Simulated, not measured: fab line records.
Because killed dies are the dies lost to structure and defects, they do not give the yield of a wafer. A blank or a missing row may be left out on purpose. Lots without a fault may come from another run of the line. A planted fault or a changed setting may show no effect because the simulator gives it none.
Lot-split experiment + flow n5-finfet + 21 wafers read from 7 lots, route of 1938 steps

ON THE SPLIT
At N5_BEOL_M2_ETCH_70 (etches SOC in N2/H2, target depth 80 nm, overetch 24 nm, time 130 s), the setting time-s was moved away from the recipe's 130 s on 8 of the 21 wafers read, by -16.4% to +17.7%. For the rest of the wafers, this setting stayed at what the recipe calls for.

The reading comes from the split's own step.

THE READING
SiARC_of_BEOL_M2_COAT_68.thk-nm (the simulator's own value, which no gauge read), in nm, at N5_BEOL_M2_ETCH_70 (etches SOC in N2/H2, target depth 80 nm, overetch 24 nm, time 130 s). The file does not state a usual value for it. Here, 13 wafers ran the recipe; their average is 5.8 nm with a standard deviation of 0.095 nm.

| wafer  | tool, chamber at the split | time-s as run, s | against the recipe | SiARC_of_BEOL_M2_COAT_68.thk-nm, nm | against lot-mates on the recipe |
|--------|----------------------------|------------------|--------------------|-------------------------------------|---------------------------------|
| L075.1 | rie-diel-04, 1,2           | 130              | recipe             | 5.8                                 | -                               |
| L075.5 | rie-diel-04, 1,2           | 130              | recipe             | 5.8                                 | -                               |
| L075.6 | rie-diel-04, 1             | 108.7            | -16.4%             | 6.8                                 | +1.0                            |
| L083.2 | rie-diel-01, 2             | 130              | recipe             | 5.6                                 | -                               |
| L083.5 | rie-diel-01, 3,2           | 130              | recipe             | 5.8                                 | -                               |
| L083.6 | rie-diel-01, 3,2           | 130              | recipe             | 5.8                                 | -                               |
| L086.2 | rie-diel-01, 0             | 141.8            | +9.1%              | 5                                   | -0.8                            |
| L086.3 | rie-diel-01, 3             | 141.8            | +9.1%              | 5.4                                 | -0.4                            |
| L086.4 | rie-diel-01, 1             | 130              | recipe             | 5.8                                 | -                               |
| L087.1 | rie-diel-04, 3,2           | 130              | recipe             | 5.8                                 | -                               |
| L087.4 | rie-diel-04, 3,2           | 130              | recipe             | 5.8                                 | -                               |
| L087.6 | rie-diel-04, 1             | 153              | +17.7%             | 4.8                                 | -1.0                            |
| L090.1 | rie-diel-04, 1,0           | 113.8            | -12.5%             | 6.6                                 | +0.6                            |
| L090.4 | rie-diel-04, 1,0           | 113.8            | -12.5%             | 6.6                                 | +0.6                            |
| L090.5 | rie-diel-04, 0             | 130              | recipe             | 6                                   | -                               |
| L091.2 | rie-diel-04, 2             | 130              | recipe             | 6                                   | -                               |
| L091.4 | rie-diel-04, 1,2           | 130              | recipe             | 5.8                                 | -                               |
| L091.6 | rie-diel-04, 1,2           | 130              | recipe             | 5.8                                 | -                               |
| L095.1 | rie-diel-01, 1             | 130              | recipe             | 5.8                                 | -                               |
| L095.2 | rie-diel-01, 0             | 110.1            | -15.3%             | 6.6                                 | +0.8                            |
| L095.3 | rie-diel-01, 2             | 110.1            | -15.3%             | 6.8                                 | +1.0                            |
When a row names more than one chamber, that row covers several wafers, and the file does not tell which wafer ran in which chamber.

FIT RESULTS
A straight line over all 21 wafers: SiARC_of_BEOL_M2_COAT_68.thk-nm changes by -0.0604 nm for each +1% of time-s; r = -0.98; the points scatter about the line by 0.11 nm.
The same after taking each lot's own level away (the mean of its wafers on the recipe; 21 wafers): -0.0577 nm for each +1%; r = -0.98; scatter 0.1 nm.
According to that fit, moving time-s by its largest amount changes the reading by 1 nm.
The span of the lots' own levels, 5.73 to 6.00 nm, comes to 2.8 times the standard deviation stated above.
Hence the lot-to-lot level has little effect on the slope; both slopes agree.
Check: for one of the wafers moved furthest among these (+17.7%), held out of the fit, the line's prediction against its lot-mates is -1.05 nm. It came out at -1 nm against them.

FURTHER SPLITS ON THESE WAFERS
Note: prior to the reading, these wafers also went through further splits. Each is held against what the fit with the lots' levels taken away leaves over:
| other split on the same wafers            | wafers away from the commonest value | r with SiARC_of_BEOL_M2_COAT_68.thk-nm (lot level and that fit taken away) |
|-------------------------------------------|--------------------------------------|----------------------------------------------------------------------------|
| N5_BEOL_M0_SAQP_SPACER1_ALD_98 ald-cycles | 8                                    | -0.21                                                                      |
| N5_BEOL_M1_COAT_61 spin-rpm               | 10                                   | -0.05                                                                      |
| N5_BEOL_M1_COAT_05 spin-rpm               | 12                                   | -0.33                                                                      |

THE FILE'S OWN FIT
SiARC_of_BEOL_M2_COAT_68.thk-nm changes by -0.0577 nm for each +1% of time-s, r = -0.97.
